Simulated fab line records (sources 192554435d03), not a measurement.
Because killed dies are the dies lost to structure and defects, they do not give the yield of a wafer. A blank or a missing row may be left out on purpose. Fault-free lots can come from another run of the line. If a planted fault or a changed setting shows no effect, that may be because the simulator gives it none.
fab line records ; flow n5Finfet
[record] lots = 14; wafers = 40; lastDay = 16
route steps=1938 shown SD_EPI_P@322 ILD0@339 SDB@353
lots that met no fault: taken from a fault-free run of the same line
startH: the number of hours between the record's first day and the start of the first shown wafer of the lot ; waitH: hours since the lot's step before ; " repeats the value in the row above ; L1.1+2: several wafers, shown together as one row ; - no value, or no start was given ; * or withheld: withheld ; < > ~ a bound
route shown NAME@n: NAME is a module with steps in the file, n the number in the route of the first one ; usual: the fault-free wafers' mean and standard deviation ; same: alike in all rows ; chamber/n: place in a boat ; sites: each site's reading ; _std_site: standard deviation across them ; _edge_site: the outer-site mean with the inner-site mean subtracted ; radiusMm: how far each site lies from the wafer's centre ; mask NAME#n: copy n ; behind: the tool/chamber that last shaped the wafer ; hold: why the lot went on hold/how many hours it stayed there/how the hold came to an end ; device: whichever transistor did not switch (one of n, p or np) ; end of line: the route-end tests of the same wafers ; a step with no rows: only its recipe ; killed: dies that structure and defects cost at the first sort, which is not the same as the wafer's yield ; map: per-die view of a wafer (x killed, . not killed, _ where there is no die)
set.NAME: the run value of the setting; set.NAME@STEP: its run value at that earlier step ; model.NAME: the simulator's own value behind a step, which no gauge read
a sample of lots followed through the steps of the route, with each step as a table and each wafer as a row
services: when a tool's chamber went out of use (startH, in hours from the record's first day, below 0 if earlier), for how many hours, and the reason
[[steps]]
[step N5_SD_EPI_P_EPI_MEAS_23]
[recipe] mode = xrd
[usual] thkNm = 60.9/1.3
lot.wafer;tool;chamber;startH;waitH;thkNm
L702.1;filmMetro-02;-;58.95;2.4;62.7
L702.2;filmMetro-02;-;58.95;2.4;58.8
L702.3;filmMetro-02;-;58.95;2.4;60.5
L703.3;filmMetro-01;-;62.53;1.1;59.1
L703.4;filmMetro-01;-;62.53;1.1;60.8
L703.6;filmMetro-01;-;62.53;1.1;60.0
L704.2;filmMetro-02;-;68.63;1.5;61.7
L704.4;filmMetro-02;-;68.63;1.5;62.0
L704.5;filmMetro-02;-;68.63;1.5;61.4
L706.2;filmMetro-02;-;86.93;1.5;62.0
L706.4;filmMetro-02;-;86.93;1.5;58.4
L706.6;filmMetro-02;-;86.93;1.5;58.6
L707.3;filmMetro-01;-;88.08;1.5;59.6
L707.4;filmMetro-01;-;88.08;1.5;60.6
L707.5;filmMetro-01;-;88.08;1.5;58.4
L708.3;filmMetro-02;-;93.42;1.1;57.9
L708.4;filmMetro-02;-;93.42;1.1;59.3
L710.1;filmMetro-01;-;105.53;1.8;62.1
L710.5;filmMetro-01;-;105.53;1.8;63.3
L710.6;filmMetro-01;-;105.53;1.8;59.2
L711.2;filmMetro-02;-;111.89;1.5;60.2
L711.3;filmMetro-02;-;111.89;1.5;63.0
L711.4;filmMetro-02;-;111.89;1.5;61.0
L712.1;filmMetro-01;-;121.25;2.4;60.9
L712.2;filmMetro-01;-;121.25;2.4;59.2
L712.4;filmMetro-01;-;121.25;2.4;61.7
L713.4;filmMetro-02;-;126.68;1.0;59.2
L713.5;filmMetro-02;-;126.68;1.0;59.7
L713.6;filmMetro-02;-;126.68;1.0;62.1
L715.3;filmMetro-01;-;136.02;1.1;62.1
L715.5;filmMetro-01;-;136.02;1.1;62.3
L715.6;filmMetro-01;-;136.02;1.1;63.5
L718.1;filmMetro-01;-;161.90;2.4;63.0
L718.6;filmMetro-01;-;161.90;2.4;63.7
L723.2;filmMetro-02;-;183.30;2.0;62.9
L723.5;filmMetro-02;-;183.30;2.0;61.7
L723.6;filmMetro-02;-;183.30;2.0;60.8
L724.2;filmMetro-02;-;190.77;1.5;61.2
L724.3;filmMetro-02;-;190.77;1.5;62.1
L724.5;filmMetro-02;-;190.77;1.5;61.2
[step N5_ILD0_THK_MEAS_04]
[usual] thkNm = 196.9/1.1
lot.wafer;tool;chamber;startH;waitH;thkNm
L702.1;filmMetro-02;-;62.85;-;196.3
L702.2;filmMetro-02;-;62.85;-;195.4
L702.3;filmMetro-02;-;62.85;-;197.9
L703.3;filmMetro-02;-;66.16;-;198.0
L703.4;filmMetro-02;-;66.16;-;197.2
L703.6;filmMetro-02;-;66.16;-;199.0
L704.2;filmMetro-01;-;72.25;-;197.9
L704.4;filmMetro-01;-;72.25;-;198.0
L704.5;filmMetro-01;-;72.25;-;197.9
L706.2;filmMetro-02;-;90.59;-;196.0
L706.4;filmMetro-02;-;90.59;-;197.5
L706.6;filmMetro-02;-;90.59;-;196.0
L707.3;filmMetro-01;-;91.95;-;196.3
L707.4;filmMetro-01;-;91.95;-;196.0
L707.5;filmMetro-01;-;91.95;-;197.2
L708.3;filmMetro-01;-;97.16;-;196.5
L708.4;filmMetro-01;-;97.16;-;197.1
L710.1;filmMetro-02;-;109.34;-;197.6
L710.5;filmMetro-02;-;109.34;-;196.5
L710.6;filmMetro-02;-;109.34;-;195.9
L711.2;filmMetro-02;-;116.00;-;196.2
L711.3;filmMetro-02;-;116.00;-;197.7
L711.4;filmMetro-02;-;116.00;-;195.5
L712.1;filmMetro-01;-;125.25;-;196.6
L712.2;filmMetro-01;-;125.25;-;195.3
L712.4;filmMetro-01;-;125.25;-;197.3
L713.4;filmMetro-02;-;130.30;-;196.7
L713.5;filmMetro-02;-;130.30;-;194.6
L713.6;filmMetro-02;-;130.30;-;197.2
L715.3;filmMetro-01;-;140.06;-;196.3
L715.5;filmMetro-01;-;140.06;-;195.3
L715.6;filmMetro-01;-;140.06;-;195.9
L718.1;filmMetro-02;-;165.69;-;196.6
L718.6;filmMetro-02;-;165.69;-;197.9
L723.2;filmMetro-02;-;187.07;-;197.7
L723.5;filmMetro-02;-;187.07;-;197.3
L723.6;filmMetro-02;-;187.07;-;197.1
L724.2;filmMetro-01;-;194.40;-;196.5
L724.3;filmMetro-01;-;194.40;-;195.3
L724.5;filmMetro-01;-;194.40;-;196.2
[step N5_ILD0_CMP_07]
[recipe] stopOn = poly-Si; material = SiO2_flowable; tOverpolishS = 1.18; postCmpClean = alkalineBrush; downForcePsi = 4.1491; platenRpm = 51.796; padVelocityMS = 1.0306; targetThkNm = 138.88
[usual] headPressurePsi = 4.149/0.0091; motorCurrentA = 12.7/1.3; padLifeWafers = 1037/550
lot.wafer;tool;chamber;startH;waitH;headPressurePsi;motorCurrentA;padLifeWafers
L702.1;cmp-03;2;62.88;0.0;4.159;12.4;276
L702.3;cmp-03;3;62.88;0.0;4.165;13.2;277
L702.2;cmp-03;0;62.88;0.0;4.138;11.1;278
L703.4;cmp-03;1;66.19;0.0;4.161;15.1;312
L703.3;cmp-03;3;66.19;0.0;4.146;13.3;314
L703.6;cmp-03;1;66.19;0.0;4.176;14.9;-
L704.4;cmp-01;0;72.32;0.1;4.142;13.8;775
L704.2;cmp-01;1;72.32;0.1;4.155;11.5;776
L704.5;cmp-01;3;72.32;0.1;4.154;14.3;-
L706.4;cmp-02;1;90.65;0.1;4.153;13.5;1453
L706.2;cmp-02;3;90.65;0.1;4.147;14.2;1455
L706.6;cmp-02;0;90.65;0.1;4.134;12.1;-
L707.4;cmp-03;1;91.98;0.0;4.138;15.1;516
L707.3;cmp-03;2;91.98;0.0;4.143;12.0;517
L707.5;cmp-03;2;91.98;0.0;4.161;11.8;-
L708.4;cmp-02;3;97.19;0.0;4.132;14.3;1524
L708.3;cmp-02;1;97.19;0.0;4.158;13.2;1526
L710.1;cmp-03;1;109.45;0.1;4.144;15.1;650
L710.5;cmp-03;3;109.45;0.1;4.160;12.9;-
L710.6;cmp-03;0;109.45;0.1;4.160;11.2;-
L711.4;cmp-03;0;116.07;0.1;4.146;11.8;691
L711.3;cmp-03;1;116.07;0.1;4.142;14.1;692
L711.2;cmp-03;2;116.07;0.1;4.145;12.8;693
L712.2;cmp-01;2;125.28;0.0;4.151;10.1;1194
L712.4;cmp-01;3;125.28;0.0;4.144;13.6;1195
L712.1;cmp-01;1;125.28;0.0;4.147;11.1;1197
L713.4;cmp-03;3;130.37;0.1;4.151;13.2;787
L713.6;cmp-03;2;130.37;0.1;4.153;11.9;-
L713.5;cmp-03;3;130.37;0.1;4.161;12.9;-
L715.3;cmp-03;0;140.20;0.1;4.140;10.7;867
L715.5;cmp-03;1;140.20;0.1;4.133;15.1;-
L715.6;cmp-03;2;140.20;0.1;4.142;12.0;-
L718.1;cmp-02;1;165.72;0.0;4.142;13.7;2022
L718.6;cmp-02;2;165.72;0.0;4.155;12.6;-
L723.2;cmp-03;2;187.21;0.1;4.162;11.5;1263
L723.6;cmp-03;3;187.21;0.1;4.148;13.1;-
L723.5;cmp-03;0;187.21;0.1;4.144;11.8;-
L724.3;cmp-01;2;194.43;0.0;4.144;11.3;1812
L724.2;cmp-01;3;194.43;0.0;4.142;13.8;1813
L724.5;cmp-01;3;194.43;0.0;4.155;13.8;-
[step N5_SDB_EXPOSE_08]
[recipe] maskId = SDB; na = 1.35; sourceShape = conventional; sigmaOuter = 0.5; polarization = unpolarized; doseMj = 49.6
[usual] exposureDoseMJCm2 = 49.59/0.048; focusOffsetNm = 0.0/0.61
lot.wafer;tool;chamber;startH;waitH;mask;exposureDoseMJCm2;focusOffsetNm
L702.1;arfiScanner-02;0;66.78;-;SDB#0;49.57;-0.5
L702.2;arfiScanner-02;0;66.78;-;SDB#0;49.54;0.0
L702.3;arfiScanner-02;0;66.78;-;SDB#0;49.48;0.3
L703.3;arfiScanner-01;0;70.09;-;SDB#0;49.59;-0.3
L703.4;arfiScanner-01;0;70.09;-;SDB#0;49.59;-0.1
L703.6;arfiScanner-01;0;70.09;-;SDB#0;49.70;-0.3
L704.2;arfiScanner-03;0;76.26;-;SDB#0;49.58;0.8
L704.4;arfiScanner-03;0;76.26;-;SDB#0;49.63;-0.1
L704.5;arfiScanner-03;0;76.26;-;SDB#0;49.62;0.3
L706.2;arfiScanner-02;0;94.39;-;SDB#0;49.57;0.2
L706.4;arfiScanner-02;0;94.39;-;SDB#0;49.60;1.4
L706.6;arfiScanner-02;0;94.39;-;SDB#0;49.62;0.1
L707.3;arfiScanner-01;0;96.10;-;SDB#0;49.57;-1.2
L707.4;arfiScanner-01;0;96.10;-;SDB#0;49.61;-0.6
L707.5;arfiScanner-01;0;96.10;-;SDB#0;49.66;-0.5
L708.3;arfiScanner-02;0;101.10;-;SDB#0;49.62;0.0
L708.4;arfiScanner-02;0;101.10;-;SDB#0;49.66;0.2
L710.1;arfiScanner-03;0;113.27;-;SDB#0;49.52;-0.6
L710.5;arfiScanner-03;0;113.27;-;SDB#0;49.54;0.8
L710.6;arfiScanner-03;0;113.27;-;SDB#0;49.64;-0.8
L711.2;arfiScanner-02;0;119.94;-;SDB#0;49.52;-1.0
L711.3;arfiScanner-02;0;119.94;-;SDB#0;49.56;-0.1
L711.4;arfiScanner-02;0;119.94;-;SDB#0;49.54;0.4
L712.1;arfiScanner-02;0;129.97;-;SDB#0;49.52;0.6
L712.2;arfiScanner-02;0;129.97;-;SDB#0;49.59;1.0
L712.4;arfiScanner-02;0;129.97;-;SDB#0;49.66;1.1
L713.4;arfiScanner-03;0;134.30;-;SDB#0;49.62;-0.2
L713.5;arfiScanner-03;0;134.30;-;SDB#0;49.64;-0.1
L713.6;arfiScanner-03;0;134.30;-;SDB#0;49.62;0.1
L715.3;arfiScanner-03;0;144.00;-;SDB#0;49.62;0.5
L715.5;arfiScanner-03;0;144.00;-;SDB#0;49.59;0.4
L715.6;arfiScanner-03;0;144.00;-;SDB#0;49.62;0.7
L718.1;arfiScanner-03;0;169.62;-;SDB#0;49.65;0.3
L718.6;arfiScanner-03;0;169.62;-;SDB#0;49.56;0.7
L723.2;arfiScanner-01;-;191.00;-;SDB#0;-;-
L723.5;arfiScanner-01;-;191.00;-;SDB#0;-;-
L723.6;arfiScanner-01;-;191.00;-;SDB#0;-;-
L724.2;arfiScanner-02;-;198.33;-;SDB#0;-;-
L724.3;arfiScanner-02;-;198.33;-;SDB#0;-;-
L724.5;arfiScanner-02;-;198.33;-;SDB#0;-;-
[[services]]
tool;chamber;startH;hours;kind
arfiScanner-01;-;47.20;1.0;pm
arfiScanner-01;-;58.65;0.8;pm
cmp-01;-;59.23;4.1;repair
arfiScanner-01;-;63.75;0.4;repair
arfiScanner-03;-;73.51;1.0;pm
arfiScanner-02;-;75.34;3.1;pm
arfiScanner-01;-;76.75;0.6;repair
arfiScanner-02;-;86.61;0.8;pm
arfiScanner-01;-;91.93;3.9;pm
arfiScanner-03;-;99.05;2.0;repair
arfiScanner-02;-;104.09;3.9;pm
arfiScanner-03;-;108.40;0.5;repair
arfiScanner-02;-;110.63;1.3;pm
arfiScanner-03;-;115.14;6.0;pm
arfiScanner-02;-;115.83;1.0;pm
arfiScanner-03;-;121.14;1.3;pm
arfiScanner-03;-;122.44;1.0;pm
arfiScanner-01;-;126.26;1.3;pm
cmp-03;-;127.42;2.5;repair
cmp-01;-;127.62;1.1;repair
arfiScanner-02;-;128.97;1.0;pm
arfiScanner-02;-;161.53;36.0;pm
cmp-01;-;173.37;2.0;repair
cmp-03;-;191.33;3.6;pm
[[key]]
[firstSign] step = N5_SDB_EXPOSE_08; reading = toolRecord; direction = missing
effect none on later readings
metAt N5_SDB_EXPOSE_08
struckLots L723,L724
laterRowsLeftOut L723.2,L723.5,L723.6,L724.2,L724.3,L724.5
sortLeftOut L723.2,L723.5,L723.6,L724.2,L724.3,L724.5
notActingAt N5_SD_EPI_P_EPI_MEAS_23,N5_ILD0_THK_MEAS_04,N5_ILD0_CMP_07
onsetBetween 129.97 191.00
[fault] kind = skippedStepWhole; tool = arfiScanner-01,arfiScanner-02; chamber = -; onsetH = 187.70; steps = N5_SDB_EXPOSE_08; scope = struckLotsOnly
// sortLeftOut: the simulated sort isn't trusted on such a fault, so these wafers' sort isn't shown, and their yield isn't known
// laterRowsLeftOut: the simulator's readings of these wafers behind a module that went badly wrong aren't trusted and aren't shown, but for the sort
